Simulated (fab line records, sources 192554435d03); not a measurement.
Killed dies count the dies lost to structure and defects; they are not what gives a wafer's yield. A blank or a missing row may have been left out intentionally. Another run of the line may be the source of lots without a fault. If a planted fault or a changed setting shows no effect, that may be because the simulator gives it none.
fab line records + flow n5_finfet
record:
- lots: 4
- wafers: 12
- last_day: 17
route steps=1938 shown BEOL_M4@1099 BEOL_M5@1112 PASSIVATION@1936
lots with no fault: from the same line, run without faults
start_h: the number of hours between the record's first day and the start of the first shown wafer of the lot + wait_h: hours from the lot's prior step to this one + " the same as in the row above + L1.1+2: a row that stands for several wafers + - no value present, or no start provided + * or withheld: withheld + < > ~ a bound
route shown NAME@n: names a module that has steps shown in the file, with the first one's number in the route + usual: mean and standard deviation over wafers with no fault + same: alike in all rows + chamber/n: place in a boat + sites: readings site by site + _std_site: standard deviation across them + _edge_site: mean of outer sites minus mean of inner sites + radius_mm: how far each site lies from the wafer's centre + mask NAME#n: copy n + behind: the last tool/chamber to shape the wafer + hold: reason for holding the lot/hours on hold/outcome of the hold + device: transistor that didn't switch, given as n, p or np + end of line: tests of these same wafers at the route's end + a step with no rows: only its recipe + killed: at the first sort, the dies lost to defects and structure; wafer yield is something else + map: per-die view of a wafer (x killed, . not killed, _ where there is no die)
set.NAME: the setting the step ran with; set.NAME@STEP: the setting that earlier step ran with + model.NAME: the simulator's own value behind a step, which no gauge read
lots at some steps of the route; a table a step, a row a wafer
services: a tool's chamber out of use, with start hour (start_h, from the record's first day; less than 0 if before it), hours out, and reason
== steps ==
step: N5_BEOL_M4_ANNEAL_95
recipe:
- temp_c: 400
- time_s: 240
- ambient: vacuum
step: N5_BEOL_M4_SPUTTER_96
recipe:
- material: Cu
- target_thk_a: 45
- temp_c: -20
- chamber_pressure_pa: 0.07
- power_w: withheld
- time_s: 8.29
step: N5_BEOL_M4_ECD_50
recipe:
- material: Cu
- target_thk_a: 3000
step: N5_BEOL_M4_ANNEAL_51
recipe:
- temp_c: 225
- time_s: 90
- ambient: N2
step: N5_BEOL_M4_CMP_52
recipe:
- stop_on: SiOC
- t_overpolish_s: 6.8
- down_force_psi: 1
- platen_rpm: 50
- clearing_platen_down_force_psi: 1.5
- clearing_platen_rpm: 50
- post_cmp_clean: cu_alkaline
- target_thk_nm: 40
- clearing_platen_pad_velocity_m_s: 0.99484
- pad_velocity_m_s: 0.99484
step: N5_BEOL_M4_PRE_CLEAN_60
recipe:
- gas: NH3/H2
- time_s: 15
- temp_c: *
- rf_power_w: 300
step: N5_BEOL_M4_CO_CAP_55
recipe:
- material: Co
- target_thk_a: 20
- temp_c: 200
- precursor: CCTBA/H2
- pressure_torr: 30
- time_s: 102.1
step: N5_BEOL_M4_PRE_CLEAN_56
recipe:
- gas: NH3
- time_s: 15
- temp_c: withheld
- rf_power_w: 300
step: N5_BEOL_M4_DEP_57
recipe:
- material: SiCN
- target_thk_a: 80
- temp_c: withheld
- precursor: 3MS/NH3
- pressure_torr: 3
- rf_w: 202
- time_s: 14
step: N5_BEOL_M4_RC_MEAS_101
usual:
- DIBL_N: 35.9/1.8
- DIBL_P: 36.2/2
- IOFF_N: 0.16/0.031
- IOFF_P: 0.22/0.041
- ION_N: 676/11
- ION_P: 465/8.5
- SS_N: 71.4/0.64
- SS_P: 73.2/0.7
- VT_N: 250/3.5
- VT_P: -250/3.9
| lot.wafer | tool      | chamber | start_h | wait_h | DIBL_N[mV/V] | DIBL_P[mV/V] | IOFF_N[nA/um] | IOFF_P[nA/um] | ION_N[uA/um] | ION_P[uA/um] | SS_N[mV/dec] | SS_P[mV/dec] | VT_N[mV] | VT_P[mV] |
|-----------|-----------|---------|---------|--------|--------------|--------------|---------------|---------------|--------------|--------------|--------------|--------------|----------|----------|
| L613.2    | prober-02 | 0       | 203.33  | 0.2    | 37.4         | 37.0         | 0.16          | 0.19          | 670          | 455          | 71.0         | 73.2         | 250      | -253     |
| L613.4    | "         | 0       | "       | "      | 33.1         | 32.1         | 0.10          | 0.13          | 662          | 455          | 69.5         | 72.3         | 256      | -258     |
| L613.6    | "         | 0       | "       | "      | 36.3         | 36.7         | 0.15          | 0.19          | 675          | 463          | 71.3         | 73.1         | 252      | -254     |
| L620.2    | prober-01 | 0       | 252.18  | 0.2    | 35.5         | 38.2         | 0.18          | 0.24          | 689          | 474          | 71.0         | 73.8         | 247      | -250     |
| L620.3    | "         | 0       | "       | "      | 33.3         | 35.5         | 0.13          | 0.19          | 672          | 463          | 70.8         | 73.3         | 252      | -253     |
| L620.6    | "         | 0       | "       | "      | 33.6         | 35.4         | 0.13          | 0.20          | 667          | 455          | 70.7         | 72.6         | 254      | -254     |
| L625.3    | prober-02 | 0       | 284.97  | 0.3    | 36.9         | 37.2         | 0.17          | 0.24          | 692          | 480          | 70.4         | 74.2         | 248      | -248     |
| L625.4    | "         | 0       | "       | "      | 37.2         | 38.5         | 0.16          | 0.27          | 672          | 471          | 70.6         | 74.6         | 249      | -244     |
| L625.5    | "         | 0       | "       | "      | 38.0         | 38.1         | 0.18          | 0.27          | 676          | 472          | 71.4         | 73.8         | 246      | -244     |
| L627.2    | prober-01 | 0       | 292.66  | 0.2    | 38.8         | 38.5         | 0.21          | 0.29          | 686          | 469          | 72.1         | 73.8         | 245      | -246     |
| L627.3    | "         | 0       | "       | "      | 38.7         | 39.1         | 0.20          | 0.29          | 689          | 475          | 71.7         | 73.7         | 247      | -246     |
| L627.4    | "         | 0       | "       | "      | 35.1         | 34.3         | 0.13          | 0.20          | 675          | 471          | 71.2         | 72.9         | 253      | -250     |
step: N5_BEOL_M5_ILD_DEP_00
recipe:
- material: SiCOH_lowk
- target_thk_a: 1406.4
- temp_c: 300
- precursor: DEMS/porogen
- pressure_torr: 5
- rf_w: 500
- time_s: 25.9
step: N5_BEOL_M5_CURE_79
recipe:
- temp_c: 385
- time_s: 240
- ambient: He/Ar
- material: SiCOH_lowk
step: N5_BEOL_M5_PECVD_70
recipe:
- material: SiO2
- target_thk_a: 160
- temp_c: 400
- precursor: TEOS/O2
- pressure_torr: 5.5
- rf_w: 450
- teos_flow_sccm: 53.8
- gas: O2
- flow_sccm: 3000
- time_s: 18
step: N5_BEOL_M5_HM_DEP_02
recipe:
- material: TiN
- target_thk_a: 200
- temp_c: 25
- chamber_pressure_pa: 0.49996
step: N5_BEOL_M5_COAT_59
recipe:
- resist: SOC
- temp_c: 250
- time_s: 60
- spin_rpm: 1500
- resist_thk_nm: 60
step: N5_BEOL_M5_COAT_60
recipe:
- resist: SiARC
- temp_c: 220
- time_s: 60
- spin_rpm: 1500
- resist_thk_nm: 12
step: N5_BEOL_M5_COAT_71
recipe:
- resist: underlayer
- temp_c: 205
- time_s: 60
- spin_rpm: 1500
- resist_thk_nm: 5
step: N5_BEOL_M5_COAT_05
recipe:
- resist: CAR-EUV
- spin_rpm: 1500
- resist_thk_nm: 30
step: N5_BEOL_M5_EBR_07
recipe:
- solvent: PGMEA
- ebr_width_mm: 1.5
step: N5_BEOL_M5_SOFTBAKE_06
recipe:
- temp_c: 110
- time_s: 60
- resist: CAR-EUV
step: N5_BEOL_M5_EXPOSE_08
recipe:
- mask_id: M5
- na: 0.33
- source_shape: annular
- sigma_inner: 0.4
- sigma_outer: 0.8
- polarization: unpolarized
- target_cd_nm: 28
- dose_mj: 35.75
step: N5_BEOL_M5_PEB_09
recipe:
- peb_temp_c: 100
- peb_time_s: 60
- resist: CAR-EUV
step: N5_BEOL_M5_DEVELOP_10
recipe:
- develop_time_s: 30
- developer: TMAH
- resist: CAR-EUV
- rinse_liquid: surfactant_rinse
- dry: air_spin
- dev_temp_c: 23
step: N5_BEOL_M5_DESCUM_16
recipe:
- chemistry: O2
- time_s: 7
- source_power_w: 50
- bias_power_w: 20
- pressure_mtorr: 20
- rf_frequency_hz: 2.712e+07
- temp_c: 40
- resist: CAR-EUV
- o2_flow_sccm: 225
step: N5_BEOL_M5_ETCH_72
recipe:
- chemistry: N2/H2
- target: underlayer
- target_depth_a: 65
- mask_material: CAR-EUV
- time_s: 5.2
- ion_energy_ev: 200
- pressure_mtorr: 30
- source_w: 840
- bias_w: 150
- n2_flow_sccm: 200
- h2_flow_sccm: 200
- ends: cleared
step: N5_BEOL_M5_ETCH_61
recipe:
- chemistry: CF4
- target: SiARC
- target_depth_a: 156
- mask_material: CAR-EUV
- time_s: 26
- ion_energy_ev: 80
- pressure_mtorr: 40
- source_w: 545
- bias_w: 36
- Ar_flow_sccm: 100
- cf4_flow_sccm: 100
- ends: cleared
step: N5_BEOL_M5_ETCH_62
recipe:
- chemistry: N2/H2
- target: SOC
- target_depth_a: 750
- overetch_a: 150
- mask_material: SiARC
- temp_c: 40
- time_s: 112.5
- ion_energy_ev: 200
- pressure_mtorr: 30
- source_w: 840
- bias_w: 150
- n2_flow_sccm: 200
- h2_flow_sccm: 200
step: N5_BEOL_M5_STRIP_63
recipe:
- chemistry: N2/H2
- temp_c: 40
- n2_flow_sccm: 200
- h2_flow_sccm: 200
- rf_frequency_hz: 6e+07
step: N5_BEOL_M5_STRIP_73
recipe:
- chemistry: N2/H2
- temp_c: 40
- n2_flow_sccm: 200
- h2_flow_sccm: 200
- rf_frequency_hz: 6e+07
step: N5_BEOL_M5_STRIP_64
recipe:
- chemistry: CF4
- resist: SiARC
- power_w: 300
- bias_power_w: 75
- pressure_mtorr: 50
- cf4_flow_sccm: 150
- rf_frequency_hz: 6e+07
step: N5_BEOL_M5_HM_OPEN_17
recipe:
- chemistry: Cl2/BCl3
- target_depth_a: 200
- overetch_a: 60
- target: TiN
- mask_material: SOC
- ion_energy_ev: 150
- pressure_mtorr: 10
- icp_w: 1000
- bias_w: 126
- Cl2_flow_sccm: 53.25
- bcl3_flow_sccm: 21.75
- Ar_flow_sccm: 25
step: N5_BEOL_M5_STRIP_19
recipe:
- chemistry: O2
- power_w: 400
- temp_c: 40
- pressure_mtorr: 30
- rf_frequency_hz: 6e+07
- bias_power_w: 0
- overash_fraction: 0.2
- o2_flow_sccm: 225
step: N5_BEOL_M5_COAT_65
recipe:
- resist: SOC
- temp_c: 250
- time_s: 60
- spin_rpm: 1500
- resist_thk_nm: 60
step: N5_BEOL_M5_COAT_66
recipe:
- resist: SiARC
- temp_c: 220
- time_s: 60
- spin_rpm: 1500
- resist_thk_nm: 12
step: N5_BEOL_M5_EXPOSE_25
recipe:
- mask_id: V4
- na: 0.33
- source_shape: quasar
- sigma_inner: 0.2
- sigma_outer: 0.6
- polarization: unpolarized
- defocus_nm: 10
- dose_mj: 52.75
usual:
- stage_msd_nm: 0.84/0.046
| lot.wafer | tool           | chamber | start_h | wait_h | mask | stage_msd_nm |
|-----------|----------------|---------|---------|--------|------|--------------|
| L613.2    | euv_scanner-01 | 0       | 206.92  | -      | V4#0 | 0.90         |
| L613.4    | "              | 0       | "       | "      | V4#0 | 0.90         |
| L613.6    | "              | 0       | "       | "      | V4#0 | 0.90         |
| L620.2    | euv_scanner-02 | 0       | 258.42  | -      | V4#0 | 0.80         |
| L620.3    | "              | 0       | "       | "      | V4#0 | 0.80         |
| L620.6    | "              | 0       | "       | "      | V4#0 | 0.80         |
| L625.3    | euv_scanner-02 | 0       | 289.19  | -      | V4#0 | 0.80         |
| L625.4    | "              | 0       | "       | "      | V4#0 | 0.80         |
| L625.5    | "              | 0       | "       | "      | V4#0 | 0.80         |
| L627.2    | euv_scanner-02 | 0       | 296.19  | -      | V4#0 | 0.79         |
| L627.3    | "              | 0       | "       | "      | V4#0 | 0.79         |
| L627.4    | "              | 0       | "       | "      | V4#0 | 0.79         |
step: N5_PASSIVATION_PROBE_49
usual:
- defect_limited_yield: 91.3/1.3
- killed_at_M0_to_M3: 35/9.3
- killed_at_M4_up: 14/5.2
- killed_at_contacts: 12/5.9
- killed_at_front_end: 38/11
- killed_at_other: 4/3.7
- killed_dies: 103/15
- killed_on_rim: 14/4
- killed_open: 67/12
- killed_short: 34/8
- sort_bin_5_function: 5.1/0.88
- sort_bin_6_memory: 3.3/0.65
- sort_n_pass: 1077/15
- sort_yield_pct: 91.3/1.3
same:
- gross_dies: 1180
- killed_at_back_side: 0
- sort_bin_4_leakage[%]: 0
- sort_bin_8_speed[%]: 0
| lot.wafer | tool      | chamber | start_h | wait_h | defect_limited_yield[%] | killed_at_M0_to_M3 | killed_at_M4_up | killed_at_contacts | killed_at_front_end | killed_at_other | killed_dies | killed_on_rim | killed_open | killed_short | sort_bin_5_function[%] | sort_bin_6_memory[%] | sort_n_pass | sort_yield_pct[%] |
|-----------|-----------|---------|---------|--------|-------------------------|--------------------|-----------------|--------------------|---------------------|-----------------|-------------|---------------|-------------|--------------|------------------------|----------------------|-------------|-------------------|
| L625.3    | prober-02 | -       | 394.42  | 0.1    | 90.8                    | 28                 | 29              | 8                  | 39                  | 5               | 109         | 12            | 75          | 23           | 5.4                    | 3.6                  | 1071        | 90.8              |
| L625.4    | prober-02 | -       | 394.47  | 0.2    | 78.4                    | 27                 | 165             | 10                 | 45                  | 8               | 255         | 30            | 72          | 28           | 13.1                   | 7.6                  | 925         | 78.4              |
| L625.5    | prober-02 | -       | 394.52  | 0.2    | 0                       | 30                 | 1079            | 14                 | 54                  | 3               | 1180        | 152           | 67          | 40           | 16.6                   | 3.9                  | 0           | 0                 |
| L627.2    | prober-01 | -       | 397.88  | 0.1    | 0                       | 33                 | 1098            | 9                  | 33                  | 7               | 1180        | 152           | 59          | 30           | 4.2                    | 3.3                  | 0           | 0                 |
| L627.3    | prober-01 | -       | 397.93  | 0.1    | 0                       | 30                 | 1081            | 29                 | 36                  | 4               | 1180        | 152           | 67          | 41           | 7.9                    | 3.9                  | 0           | 0                 |
| L627.4    | prober-01 | -       | 397.98  | 0.2    | 0                       | 34                 | 1092            | 19                 | 30                  | 5               | 1180        | 152           | 61          | 34           | 4.7                    | 3.6                  | 0           | 0                 |
killed by level:class
L625.3 STI_FIN_REVEAL:geometric_particle:open=13 BEOL_M2:geometric_particle:open=11 BEOL_M5:area_expose=10 DUMMY_GATE:geometric_particle:open=9 BEOL_M4:geometric_particle:open=7 BEOL_M0:geometric_particle:open=7 MOL_CONTACT_COAG:geometric_particle:open=5 STI_FIN_REVEAL:geometric_particle:short=4
L625.4 BEOL_M5:area_expose=149 DUMMY_GATE:geometric_particle:open=13 STI_FIN_REVEAL:geometric_particle:open=9 MOL_CONTACT_COAG:geometric_particle:open=8 BEOL_M2:geometric_particle:open=8 BEOL_M4:geometric_particle:open=5 FIN_SAQP:geometric_particle:open=4 DUMMY_GATE:geometric_particle:short=4
L625.5 BEOL_M5:area_expose=1071 STI_FIN_REVEAL:geometric_particle:open=11 MOL_CONTACT_COAG:geometric_particle:open=11 GATE_CUT:geometric_particle:short=9 DUMMY_GATE:geometric_particle:open=8 BEOL_M0_SAQP:geometric_particle:short=8 FIN_SAQP:geometric_particle:open=6 BEOL_M0_SAQP:geometric_particle:open=6
L627.2 BEOL_M5:area_expose=1090 BEOL_M2:geometric_particle:open=12 STI_FIN_REVEAL:geometric_particle:open=8 DUMMY_GATE:geometric_particle:open=6 MOL_CONTACT_COAG:geometric_particle:open=6 FIN_SAQP:geometric_particle:short=5 BEOL_M0_SAQP:geometric_particle:short=5 BEOL_M1:geometric_particle:open=4
L627.3 BEOL_M5:area_expose=1070 MOL_CONTACT_COAG:geometric_particle:open=23 GATE_CUT:geometric_particle:short=11 BEOL_M2:geometric_particle:open=11 STI_FIN_REVEAL:geometric_particle:open=6 BEOL_M4:geometric_particle:open=6 BEOL_M0_SAQP:geometric_particle:short=5 MOL_CONTACT_COAG:geometric_particle:short=5
L627.4 BEOL_M5:area_expose=1082 MOL_CONTACT_COAG:geometric_particle:open=10 STI_FIN_REVEAL:geometric_particle:open=9 BEOL_M3:geometric_particle:open=9 MOL_CONTACT_COAG:geometric_particle:short=7 BEOL_M0_SAQP:geometric_particle:open=7 BEOL_M2:geometric_particle:open=7 GATE_CUT:geometric_particle:open=4
map L625.5 (x killed, . not)
_________________xxxxxxxxxxxx________________
______________xxxxxxxxxxxxxxxxxx_____________
___________xxxxxxxxxxxxxxxxxxxxxxxx__________
__________xxxxxxxxxxxxxxxxxxxxxxxxxx_________
________xxxxxxxxxxxxxxxxxxxxxxxxxxxxxx_______
_______xxxxxxxxxxxxxxxxxxxxxxxxxxxxxxxx______
______xxxxxxxxxxxxxxxxxxxxxxxxxxxxxxxxxx_____
_____xxxxxxxxxxxxxxxxxxxxxxxxxxxxxxxxxxxx____
____xxxxxxxxxxxxxxxxxxxxxxxxxxxxxxxxxxxxxx___
___xxxxxxxxxxxxxxxxxxxxxxxxxxxxxxxxxxxxxxxx__
___xxxxxxxxxxxxxxxxxxxxxxxxxxxxxxxxxxxxxxxx__
__xxxxxxxxxxxxxxxxxxxxxxxxxxxxxxxxxxxxxxxxxx_
__xxxxxxxxxxxxxxxxxxxxxxxxxxxxxxxxxxxxxxxxxx_
_xxxxxxxxxxxxxxxxxxxxxxxxxxxxxxxxxxxxxxxxxxxx
_xxxxxxxxxxxxxxxxxxxxxxxxxxxxxxxxxxxxxxxxxxxx
_xxxxxxxxxxxxxxxxxxxxxxxxxxxxxxxxxxxxxxxxxxxx
_xxxxxxxxxxxxxxxxxxxxxxxxxxxxxxxxxxxxxxxxxxxx
_xxxxxxxxxxxxxxxxxxxxxxxxxxxxxxxxxxxxxxxxxxxx
_xxxxxxxxxxxxxxxxxxxxxxxxxxxxxxxxxxxxxxxxxxxx
_xxxxxxxxxxxxxxxxxxxxxxxxxxxxxxxxxxxxxxxxxxxx
_xxxxxxxxxxxxxxxxxxxxxxxxxxxxxxxxxxxxxxxxxxxx
__xxxxxxxxxxxxxxxxxxxxxxxxxxxxxxxxxxxxxxxxxx_
__xxxxxxxxxxxxxxxxxxxxxxxxxxxxxxxxxxxxxxxxxx_
___xxxxxxxxxxxxxxxxxxxxxxxxxxxxxxxxxxxxxxxx__
___xxxxxxxxxxxxxxxxxxxxxxxxxxxxxxxxxxxxxxxx__
____xxxxxxxxxxxxxxxxxxxxxxxxxxxxxxxxxxxxxx___
_____xxxxxxxxxxxxxxxxxxxxxxxxxxxxxxxxxxxx____
______xxxxxxxxxxxxxxxxxxxxxxxxxxxxxxxxxx_____
_______xxxxxxxxxxxxxxxxxxxxxxxxxxxxxxxx______
________xxxxxxxxxxxxxxxxxxxxxxxxxxxxxx_______
__________xxxxxxxxxxxxxxxxxxxxxxxxxx_________
___________xxxxxxxxxxxxxxxxxxxxxxxx__________
______________xxxxxxxxxxxxxxxxxx_____________
_________________xxxxxxxxxxxx________________
map L627.2 (x killed, . not)
_________________xxxxxxxxxxxx________________
______________xxxxxxxxxxxxxxxxxx_____________
___________xxxxxxxxxxxxxxxxxxxxxxxx__________
__________xxxxxxxxxxxxxxxxxxxxxxxxxx_________
________xxxxxxxxxxxxxxxxxxxxxxxxxxxxxx_______
_______xxxxxxxxxxxxxxxxxxxxxxxxxxxxxxxx______
______xxxxxxxxxxxxxxxxxxxxxxxxxxxxxxxxxx_____
_____xxxxxxxxxxxxxxxxxxxxxxxxxxxxxxxxxxxx____
____xxxxxxxxxxxxxxxxxxxxxxxxxxxxxxxxxxxxxx___
___xxxxxxxxxxxxxxxxxxxxxxxxxxxxxxxxxxxxxxxx__
___xxxxxxxxxxxxxxxxxxxxxxxxxxxxxxxxxxxxxxxx__
__xxxxxxxxxxxxxxxxxxxxxxxxxxxxxxxxxxxxxxxxxx_
__xxxxxxxxxxxxxxxxxxxxxxxxxxxxxxxxxxxxxxxxxx_
_xxxxxxxxxxxxxxxxxxxxxxxxxxxxxxxxxxxxxxxxxxxx
_xxxxxxxxxxxxxxxxxxxxxxxxxxxxxxxxxxxxxxxxxxxx
_xxxxxxxxxxxxxxxxxxxxxxxxxxxxxxxxxxxxxxxxxxxx
_xxxxxxxxxxxxxxxxxxxxxxxxxxxxxxxxxxxxxxxxxxxx
_xxxxxxxxxxxxxxxxxxxxxxxxxxxxxxxxxxxxxxxxxxxx
_xxxxxxxxxxxxxxxxxxxxxxxxxxxxxxxxxxxxxxxxxxxx
_xxxxxxxxxxxxxxxxxxxxxxxxxxxxxxxxxxxxxxxxxxxx
_xxxxxxxxxxxxxxxxxxxxxxxxxxxxxxxxxxxxxxxxxxxx
__xxxxxxxxxxxxxxxxxxxxxxxxxxxxxxxxxxxxxxxxxx_
__xxxxxxxxxxxxxxxxxxxxxxxxxxxxxxxxxxxxxxxxxx_
___xxxxxxxxxxxxxxxxxxxxxxxxxxxxxxxxxxxxxxxx__
___xxxxxxxxxxxxxxxxxxxxxxxxxxxxxxxxxxxxxxxx__
____xxxxxxxxxxxxxxxxxxxxxxxxxxxxxxxxxxxxxx___
_____xxxxxxxxxxxxxxxxxxxxxxxxxxxxxxxxxxxx____
______xxxxxxxxxxxxxxxxxxxxxxxxxxxxxxxxxx_____
_______xxxxxxxxxxxxxxxxxxxxxxxxxxxxxxxx______
________xxxxxxxxxxxxxxxxxxxxxxxxxxxxxx_______
__________xxxxxxxxxxxxxxxxxxxxxxxxxx_________
___________xxxxxxxxxxxxxxxxxxxxxxxx__________
______________xxxxxxxxxxxxxxxxxx_____________
_________________xxxxxxxxxxxx________________
== services ==
| tool           | chamber | start_h | hours | kind        |
|----------------|---------|---------|-------|-------------|
| euv_scanner-01 | -       | 224.75  | 1.0   | pm          |
| euv_scanner-01 | 0       | 230.91  | -     | calibration |
| euv_scanner-02 | -       | 235.76  | 1.0   | pm          |
| euv_scanner-01 | -       | 254.81  | 5.8   | pm          |
| euv_scanner-02 | -       | 262.30  | 4.6   | pm          |
| euv_scanner-01 | -       | 280.86  | 1.0   | pm          |
| euv_scanner-02 | -       | 291.91  | 1.0   | pm          |
== key ==
first_sign:
- step: N5_PASSIVATION_PROBE_49
- reading: killed_at_M4_up
- direction: up
- sigmas: 99+
- usual: 14
- struck: 757
effect:
- step: N5_PASSIVATION_PROBE_49
- reading: defect_limited_yield
- direction: down
- sigmas: 48
- usual: 91.3
- struck: 28.2
- wafers_moved: 5
more_kills_born_at:
- N5_BEOL_M5_EXPOSE_25@euv_scanner-02: 4472
met_at N5_BEOL_M5_EXPOSE_25
struck_wafers L625.3,L625.4,L625.5,L627.2,L627.3,L627.4
later_rows_left_out L625.5,L627.2,L627.3,L627.4
loop_trim:
- step: N5_BEOL_M5_EXPOSE_25
- setting: dose
- lots: L627
onset_between 258.42 289.19
also_fits time
fault:
- kind: process_parameter_drift
- tool: euv_scanner-02
- chamber: -
- onset_h: 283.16
- steps: N5_BEOL_M5_EXPOSE_25
- channel: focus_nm
- offset: 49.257
- spread_by_wafer: 0.3
- shape: step
- end_h: 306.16
later_rows_left_out: the simulator's readings of these wafers behind a module that went badly wrong aren't trusted and aren't shown, but for the sort
loop_trim: a control loop set the setting to another value than it would have without faults
